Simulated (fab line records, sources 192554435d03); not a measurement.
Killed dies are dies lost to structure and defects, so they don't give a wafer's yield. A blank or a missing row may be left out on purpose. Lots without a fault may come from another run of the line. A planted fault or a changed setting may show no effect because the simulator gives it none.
fab line records | flow n5_finfet
record lots=11 wafers=28 last_day=18
route steps=1938 shown BEOL_M13@1714 BEOL_M14@1716 PASSIVATION@1936
lots that met no fault: from a run of the same line without faults
start_h: hours from the record's first day to the start of the lot's first wafer shown | wait_h: hours since the lot's step before | " the same as in the row above | L1.1+2: a row that stands for several wafers | - no value, or no start given | * or withheld: withheld | < > ~ a bound
route shown NAME@n: a module of which the file shows steps, and the number in the route of the first | usual: mean/standard deviation of fault-free wafers | same: alike in all rows | chamber/n: place in a boat | sites: the reading at each site | _std_site: their standard deviation | _edge_site: outer sites' mean less inner sites' | radius_mm: how far each site lies from the wafer's centre | mask NAME#n: copy n | behind: the tool/chamber that last shaped the wafer | hold: why the lot was held/for how many hours/how that ended | device: the transistor (n, p or np) that didn't switch | end of line: the same wafers' tests at the end of the route | a step without rows: its recipe alone | killed: dies lost to structure and defects at the first sort, not the wafer's yield | map: a wafer's dies, x killed, . not, _ none there
set.NAME: the setting as run; set.NAME@STEP: as run at that earlier step | model.NAME: the simulator's own value behind a step, which no gauge read
steps of the route over a sample of lots; a table a step, a row a wafer
services: from which hour (start_h, from the record's first day; less than 0 if before it) a tool's chamber was out of use, for how many hours, and why
## steps
# step N5_BEOL_M13_RS_MEAS_54
# recipe thk_meas_gauge=four-point-probe reads=Cu_of_BEOL_M13_ECD_47+Ta_of_BEOL_M13_SPUTTER_44+TaN_of_BEOL_M13_SPUTTER_43
# usual M13_RS=0.0450/0.00073
# columns lot.wafer tool chamber start_h wait_h M13_RS[ohm/sq]
L752.5 film_metro-02 - 256.29 0.0 0.0455
L752.6 " - " " 0.0456
L758.3 film_metro-02 - 284.00 0.1 0.0433
L758.4 " - " " 0.0439
L756.2 film_metro-01 - 291.30 0.1 0.0447
L756.3 " - " " 0.0450
L757.1 film_metro-02 - 297.22 0.0 0.0445
L757.4 " - " " 0.0449
L757.6 " - " " 0.0447
L759.1 film_metro-01 - 316.95 0.1 0.0454
L759.4 " - " " 0.0449
L759.6 " - " " 0.0451
L760.1 film_metro-01 - 318.94 0.0 0.0451
L760.2 " - " " 0.0444
L760.3 " - " " 0.0447
L764.5 film_metro-01 - 331.09 0.0 0.0458
L768.2 film_metro-01 - 373.74 0.1 0.0444
L768.4 " - " " 0.0455
L768.6 " - " " 0.0447
L770.1 film_metro-02 - 374.85 0.0 0.0450
L770.4 " - " " 0.0440
L770.6 " - " " 0.0445
L771.1 film_metro-01 - 395.96 0.0 0.0449
L771.4 " - " " 0.0459
L771.6 " - " " 0.0453
L772.2 film_metro-01 - 408.69 0.1 0.0469
L772.5 " - " " 0.0461
L772.6 " - " " 0.0469
# step N5_BEOL_M14_ILD_DEP_00
# recipe material=SiO2 target_thk_a=11193 temp_c=400 precursor=TEOS/O2 pressure_torr=6.5 rf_w=900 teos_flow_sccm=161.4 gas=O2 flow_sccm=2650 time_s=237.4
# usual heater_power_w=635/130 run_length_s=280.3/0.74 showerhead_plenum_p_Torr=8.39/0.045 throttle_valve_pct=18.4/0.42
# columns lot.wafer tool chamber start_h wait_h heater_power_w run_length_s showerhead_plenum_p_Torr throttle_valve_pct
L752.5 pecvd-04 0 256.42 0.1 460 279.5 8.40 18.8
L752.6 " 1 " " 717 281.6 8.35 18.3
L758.3 pecvd-04 2 284.06 0.0 817 280.2 8.47 18.3
L758.4 " 0 " " 482 279.7 8.42 18.8
L756.2 pecvd-04 0 291.37 0.0 581 279.5 8.38 18.9
L756.3 " 2 " " 793 279.7 8.44 18.3
L757.1 pecvd-04 1 297.28 0.0 662 177.4 8.36 18.2
L757.4 " 1 " " 732 281.5 8.37 18.4
L757.6 " 2 " " 837 175.9 8.46 18.4
L759.1 pecvd-04 2 317.01 0.0 793 175.4 8.45 18.2
L759.4 " 1 " " 694 281.3 8.35 18.1
L759.6 " 0 " " 578 175.0 8.38 18.7
L760.1 pecvd-04 0 319.01 0.0 534 175.2 8.39 18.5
L760.2 " 1 " " 732 281.2 8.37 18.5
L760.3 " 2 " " 807 279.7 8.46 18.3
L764.5 pecvd-04 2 331.31 0.2 809 279.9 8.46 18.5
L768.2 pecvd-01 1 373.80 0.0 459 280.6 8.35 17.8
L768.4 " 1 " " 330 281.3 8.34 17.9
L768.6 " 2 " " 523 281.2 8.37 17.6
L770.1 pecvd-03 0 374.92 0.0 518 281.1 8.30 18.5
L770.4 " 0 " " 575 280.7 8.33 18.7
L770.6 " 1 " " 572 281.2 8.36 19.5
L771.1 pecvd-04 2 396.02 0.0 746 280.4 8.45 18.4
L771.4 " 2 " " 840 279.7 8.48 18.5
L771.6 " 0 " " 469 279.5 8.43 18.8
L772.2 pecvd-04 2 408.75 0.0 794 280.1 8.45 18.7
L772.5 " 0 " " 551 279.7 8.40 18.7
L772.6 " 2 " " 686 280.3 8.45 18.5
# step N5_BEOL_M14_THK_MEAS_01
# recipe reads=SiO2_of_BEOL_M14_ILD_DEP_00
# usual M14_ILD_THK=1115/17
# columns lot.wafer tool chamber start_h wait_h M14_ILD_THK[nm]
L752.5 film_metro-01 - 256.54 0.0 1123
L752.6 " - " " 1116
L758.3 film_metro-02 - 284.25 0.1 1109
L758.4 " - " " 1111
L756.2 film_metro-02 - 291.56 0.1 1090
L756.3 " - " " 1115
L757.1 film_metro-01 - 297.47 0.1 624
L757.4 " - " " 1146
L757.6 " - " " 662
L759.1 film_metro-02 - 317.20 0.1 631
L759.4 " - " " 1121
L759.6 " - " " 629
L760.1 film_metro-02 - 319.20 0.1 606
L760.2 " - " " 1109
L760.3 " - " " 1114
L764.5 film_metro-01 - 331.42 0.0 1163
L768.2 film_metro-01 - 373.99 0.1 1117
L768.4 " - " " 1137
L768.6 " - " " 1138
L770.1 film_metro-02 - 375.11 0.1 1086
L770.4 " - " " 1101
L770.6 " - " " 1097
L771.1 film_metro-02 - 396.29 0.2 1131
L771.4 " - " " 1125
L771.6 " - " " 1114
L772.2 film_metro-01 - 409.02 0.2 1123
L772.5 " - " " 1139
L772.6 " - " " 1138
# step N5_BEOL_M14_CD_MEAS_10
# recipe target_cd_nm=250 landing_energy_ev=500 detector=se_inlens polarity=opening
# usual cd_nm=249.2/2.7
# columns lot.wafer tool chamber start_h wait_h cd_nm
L752.5 cd_sem-03 0 256.97 - 248.0
L752.6 " 0 " " 249.2
L758.3 cd_sem-02 0 284.56 - 246.6
L758.4 " 0 " " 244.4
L756.2 cd_sem-01 0 291.86 - 251.7
L756.3 " 0 " " 253.9
L757.1 cd_sem-01 0 297.78 - 248.8
L757.4 " 0 " " 250.1
L757.6 " 0 " " 245.8
L759.1 cd_sem-02 0 317.63 - 254.1
L759.4 " 0 " " 252.5
L759.6 " 0 " " 253.4
L760.1 cd_sem-03 0 319.50 - 250.1
L760.2 " 0 " " 253.7
L760.3 " 0 " " 250.0
L764.5 cd_sem-03 0 331.86 - 244.0
L768.2 cd_sem-02 0 374.43 - 252.2
L768.4 " 0 " " 248.3
L768.6 " 0 " " 250.7
L770.1 cd_sem-03 0 375.54 - 244.7
L770.4 " 0 " " 247.4
L770.6 " 0 " " 250.0
L771.1 cd_sem-01 0 396.72 - 250.8
L771.4 " 0 " " 253.7
L771.6 " 0 " " 251.5
L772.2 cd_sem-03 0 409.32 - 248.9
L772.5 " 0 " " 246.7
L772.6 " 0 " " 251.6
# step N5_BEOL_M14_ETCH_59
# recipe chemistry=N2/H2 target=BARC target_depth_a=890 overetch_a=267 time_s=67.9 ion_energy_ev=200 pressure_mtorr=30 source_w=840 bias_w=150 n2_flow_sccm=200 h2_flow_sccm=200
# usual bias_w=150.0/0.47 drypump_motor_current_A=5.4/0.41 oes_product_au=0.68/0.051 rf_vpp_V=524.9/2.3 showerhead_plenum_p_Torr=2.59/0.081 throttle_valve_pct=17.9/0.3
# columns lot.wafer tool chamber start_h wait_h bias_w drypump_motor_current_A oes_product_au rf_hours_counter_h rf_vpp_V showerhead_plenum_p_Torr throttle_valve_pct
L752.5 rie_diel-02 0 257.12 0.0 149.6 4.9 0.64 - 522.1 2.55 18.0
L752.6 " 1 " " 148.8 5.0 0.67 - 526.7 2.68 18.0
L758.3 rie_diel-01 3 284.68 0.0 149.2 5.7 0.63 160 523.3 2.53 18.3
L758.4 " 2 " " 149.7 5.2 0.66 126 523.9 2.56 17.7
L756.2 rie_diel-01 2 292.07 0.0 149.3 5.2 0.65 129 524.9 2.56 17.7
L756.3 " 3 " " 150.5 5.7 0.63 162 525.0 2.53 18.3
L757.1 rie_diel-01 3 297.90 0.0 150.5 5.7 0.63 165 523.7 2.53 18.3
L757.4 " 3 " " 150.1 5.7 0.62 - 522.7 2.53 18.3
L757.6 " 2 " " 150.4 5.2 0.65 - 524.5 2.56 17.7
L759.1 rie_diel-02 1 317.75 0.0 149.6 5.0 0.65 144 527.8 2.67 18.0
L759.4 " 3 " " 149.6 5.2 0.62 175 524.4 2.55 18.1
L759.6 " 3 " " 149.7 5.2 0.62 - 522.6 2.55 18.1
L760.1 rie_diel-01 3 319.63 0.0 150.2 5.7 0.62 173 522.7 2.53 18.3
L760.2 " 2 " " 150.0 5.2 0.65 139 522.8 2.56 17.7
L760.3 " 0 " " 150.5 6.1 0.77 33 529.1 2.71 17.8
L764.5 rie_diel-02 2 332.09 0.0 150.2 6.3 0.68 - 528.2 2.64 17.7
L768.2 rie_diel-01 1 374.55 0.0 151.0 5.7 0.68 95 527.9 2.69 18.3
L768.4 " 2 " " 150.5 5.2 0.63 158 524.1 2.55 17.7
L768.6 " 3 " " 149.5 5.7 0.61 - 524.1 2.52 18.4
L770.1 rie_diel-05 1 375.66 0.0 149.8 5.6 0.61 203 526.0 2.60 17.4
L770.4 " 2 " " 150.0 5.2 0.73 53 525.4 2.60 17.7
L770.6 " 3 " " 150.4 5.1 0.66 - 524.9 2.57 18.4
L771.1 rie_diel-05 2 396.87 0.0 149.0 5.1 0.74 58 524.9 2.60 17.7
L771.4 " 1 " " 150.0 5.6 0.61 208 526.0 2.60 17.4
L771.6 " 0 " " 150.0 5.4 0.68 - 520.0 2.43 18.0
L772.2 rie_diel-01 1 409.56 0.0 149.6 5.7 0.67 106 526.1 2.68 18.3
L772.5 " 0 " " 150.5 6.0 0.72 - 526.9 2.70 17.8
L772.6 " 1 " " 149.7 5.7 0.67 - 526.9 2.68 18.3
# step N5_PASSIVATION_PROBE_49
# usual defect_limited_yield=90.9/1.6 killed_at_M0_to_M3=34/10 killed_at_M4_up=13/5.4 killed_at_contacts=13/6 killed_at_front_end=42/13 killed_at_other=4/3.2 killed_dies=107/18 killed_open=69/14 killed_short=35/7.7 sort_bin_4_leakage=0.02/0.17 sort_bin_5_function=5.3/1 sort_bin_6_memory=3.3/0.75 sort_n_pass=1073/19 sort_yield_pct=90.9/1.6
# same gross_dies=1180 killed_at_back_side=0 sort_bin_8_speed[%]=0
# columns lot.wafer tool chamber start_h wait_h defect_limited_yield[%] killed_at_M0_to_M3 killed_at_M4_up killed_at_contacts killed_at_front_end killed_at_other killed_dies killed_open killed_short sort_bin_4_leakage[%] sort_bin_5_function[%] sort_bin_6_memory[%] sort_n_pass sort_yield_pct[%]
L760.3 prober-02 - 342.04 0.1 91.8 34 17 6 36 4 97 58 25 0 4.3 2.5 1083 91.8
# killed by level:class
L760.3 HKMG_FIN:area_etch=13 BEOL_M3:geometric_particle:open=10 BEOL_M4:geometric_particle:open=10 STI_FIN_REVEAL:geometric_particle:open=6 BEOL_M0_SAQP:geometric_particle:short=6 DUMMY_GATE:geometric_particle:open=5 MOL_CONTACT_COAG:geometric_particle:open=5 BEOL_M1:geometric_particle:open=5
## services
# columns tool chamber start_h hours kind
pecvd-01 - 242.73 2.0 repair
rie_diel-05 3 264.39 4.8 repair
pecvd-01 1 268.27 3.6 repair
rie_diel-05 - 272.79 2.8 pm
rie_diel-01 1 293.56 7.0 repair
rie_diel-05 0 301.41 5.1 repair
pecvd-01 2 314.61 4.8 repair
rie_diel-02 2 322.94 2.0 repair
pecvd-01 0 326.49 2.1 scheduled_down
pecvd-04 0 328.05 5.5 scheduled_down
pecvd-01 0 335.08 - calibration
pecvd-01 - 337.11 14.6 pm
pecvd-03 1 350.32 2.1 scheduled_down
pecvd-04 - 350.50 5.5 pm
pecvd-04 - 359.46 1.0 repair
rie_diel-05 0 366.04 5.1 repair
pecvd-04 - 370.94 11.4 repair
rie_diel-01 - 373.38 0.9 repair
pecvd-01 2 381.89 5.5 scheduled_down
pecvd-04 1 383.62 - clean
pecvd-04 1 383.62 - consumable_replace:showerhead
pecvd-04 1 383.62 29.0 scheduled_down
pecvd-04 1 383.62 29.0 vent_cycle
## key
first_sign step=N5_BEOL_M14_ILD_DEP_00 reading=run_length_s direction=down sigmas=99+ usual=* struck=*
effect step=N5_BEOL_M14_THK_MEAS_01 reading=M14_ILD_THK direction=down sigmas=29 usual=1115 struck=631
met_at N5_BEOL_M14_ILD_DEP_00
struck_lots L757,L759,L760
struck_wafers L757.1,L757.6,L759.1,L759.6,L760.1
baseline_loss step=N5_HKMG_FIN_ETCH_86 wafers=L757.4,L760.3
not_acting_at N5_BEOL_M13_RS_MEAS_54,N5_BEOL_M14_CD_MEAS_10,N5_BEOL_M14_ETCH_59
onset_between 291.37 297.28
fault kind=process_parameter_drift tool=pecvd-04 chamber=- onset_h=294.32 steps=N5_BEOL_M14_ILD_DEP_00 channel=time_s offset=* shape=step end_h=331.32 scope=struck_wafers_only acts_in=* stated=*
# baseline_loss: these wafers lose ten dies or more at that step, a loss of the line's own and not of a fault; the sort's usual values leave them out
